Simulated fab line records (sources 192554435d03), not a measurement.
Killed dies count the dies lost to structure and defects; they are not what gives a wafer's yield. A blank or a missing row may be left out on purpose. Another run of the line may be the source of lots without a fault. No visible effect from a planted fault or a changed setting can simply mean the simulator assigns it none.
Matching of chambers || flow n5Finfet || aldSin-03 running N5_MOL_CONTACT_COAG_ALD_133: 4 sister chambers
The step deposits SiO2, target thk 5 nm, pulse time 1 s, co reactant pulse time 1 s. 4 wafers are shown with their chamber, then 8 later ones without.

## WAFERS WITH THEIR CHAMBER
{"wafer": "L084.1", "chamber": 0, "heaterPowerW (W)": 83}
{"wafer": "L085.1", "chamber": 3, "heaterPowerW (W)": 79}
{"wafer": "L085.6", "chamber": 1, "heaterPowerW (W)": 72}
{"wafer": "L087.3", "chamber": 2, "heaterPowerW (W)": 85}

## WAFERS WHOSE CHAMBER IS MISSING
{"wafer": "L087.4", "heaterPowerW (W)": 71}
{"wafer": "L087.6", "heaterPowerW (W)": 82}
{"wafer": "L094.1", "heaterPowerW (W)": 73}
{"wafer": "L094.4", "heaterPowerW (W)": 85}
{"wafer": "L094.6", "heaterPowerW (W)": 85}
{"wafer": "L097.1", "heaterPowerW (W)": 84}
{"wafer": "L097.4", "heaterPowerW (W)": 78}
{"wafer": "L097.6", "heaterPowerW (W)": 84}

## WHICH CHAMBER EACH WENT THROUGH
{"wafer": "L087.4", "from the rows above": 1, "in truth": 1}
{"wafer": "L087.6", "from the rows above": 0, "in truth": 0}
{"wafer": "L094.1", "from the rows above": 1, "in truth": 1}
{"wafer": "L094.4", "from the rows above": 2, "in truth": 2}
{"wafer": "L094.6", "from the rows above": 2, "in truth": 2}
{"wafer": "L097.1", "from the rows above": "can't be placed: 0 or 2", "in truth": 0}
{"wafer": "L097.4", "from the rows above": 3, "in truth": 3}
{"wafer": "L097.6", "from the rows above": "can't be placed: 0 or 2", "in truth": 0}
Placed correctly: 6 of 8. Can't be placed from these rows: 2 (the true chamber is among the candidates in 2). 0 placed wrongly.
How it was worked out, from the rows above alone: a wafer's distance from a chamber is the root of the sum, over the readings, of the square of ((its reading less the chamber's mean) divided by the reading's scatter). If the next closest chamber is less than 2 further off than the closest, the wafer can't be placed; otherwise it belongs to the closest. For every chamber, the mean is computed from those of its wafers that are shown. The scatter: with one shown wafer a chamber, the root of the mean of the squares of how far each hidden wafer lies from its nearest shown one.
